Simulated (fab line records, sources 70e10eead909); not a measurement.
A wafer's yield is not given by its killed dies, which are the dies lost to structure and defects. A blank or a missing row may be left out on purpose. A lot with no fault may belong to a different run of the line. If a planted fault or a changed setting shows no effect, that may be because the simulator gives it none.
A single fault, viewed from 2 desks + flow nand_harc + numbers are kept per desk, each desk with only its own; the story behind them comes last

## FOR THE TOOL OWNER'S DESK: rie_metal-02
The tool's own readings at NHARC_THIN_TSV_ETCH_59 (etches the open film in Cl2/BCl3, target depth 880 nm, time 138.1 s): means of the sampled wafers that have a number, for each lot that ran on this tool. A lot is out of limits, marked OUT, if its mean lies more than 4 standard deviations from the usual mean; the brackets give that distance.
Columns: A = drypump_motor_current_A at NHARC_THIN_TSV_ETCH_59, usual 5.4 A; B = oes_product_au at NHARC_THIN_TSV_ETCH_59, usual 1.002 a.u.; C = throttle_valve_pct at NHARC_THIN_TSV_ETCH_59, usual 22.263 %
| lot  | first seen here | A   | B                | C      |
|------|-----------------|-----|------------------|--------|
| L761 | day 23 22:19    | 5.7 | 0.999            | 22.268 |
| L760 | day 24 18:34    | 5.7 | 1.002            | 22.255 |
| L763 | day 25 04:11    | 5.4 | 0.997            | 22.268 |
| L765 | day 25 13:54    | 6.1 | 1.013            | 22.268 |
| L775 | day 30 00:13    | 5.4 | 0.958 (-4.6) OUT | 22.268 |
| L776 | day 30 16:38    | 5.4 | 0.956 (-4.9) OUT | 22.257 |
This desk finds L775, L776 out of limits, L775 being first, at day 30 00:13 (oes_product_au at NHARC_THIN_TSV_ETCH_59). Within limits: L761, L760, L763, L765.

## THE DEFECT DESK
Counts from the inspections along the route, per lot, as means over the sampled wafers that have a number. A lot is out of limits, marked OUT, if its mean lies more than 4 standard deviations from the usual mean; the brackets give that distance.
Columns: A = raw_defect_count at NHARC_THIN_TSV_INSPECT_40, usual 551
| lot  | first seen here | A   |
|------|-----------------|-----|
| L761 | day 24 03:59    | 725 |
| L760 | day 25 01:58    | 526 |
| L762 | day 25 08:58    | 589 |
| L763 | day 25 08:58    | 555 |
| L764 | day 25 20:43    | 532 |
| L765 | day 25 20:43    | 526 |
| L766 | day 27 16:37    | 510 |
| L773 | day 29 20:14    | 504 |
| L775 | day 30 06:08    | 584 |
| L776 | day 30 21:31    | 550 |
| L781 | day 33 00:48    | 566 |
| L783 | day 33 00:48    | 535 |
| L780 | day 33 07:28    | 516 |
| L782 | day 33 20:59    | 576 |
Result from this desk: across the 14 lots, nothing is out of limits.

## BROUGHT TOGETHER
An alarm could have come from the tool owner's desk at day 30 00:13, on L775, L776.
Nothing the defect desk looked at was out of limits.
The defect desk has L775, L776 on record, within its limits.
The lots listed all ran NHARC_THIN_TSV_ETCH_59 on rie_metal-02.

## WHAT THE SIMULATOR HAD INSERTED
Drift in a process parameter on rie_metal-02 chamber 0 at NHARC_THIN_TSV_ETCH_59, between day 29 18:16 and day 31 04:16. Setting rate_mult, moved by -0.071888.
Shown lots that were struck: L775, L776.
Delay in hours, fault start to first out-of-limits reading, by desk: the tool owner's desk at 6.
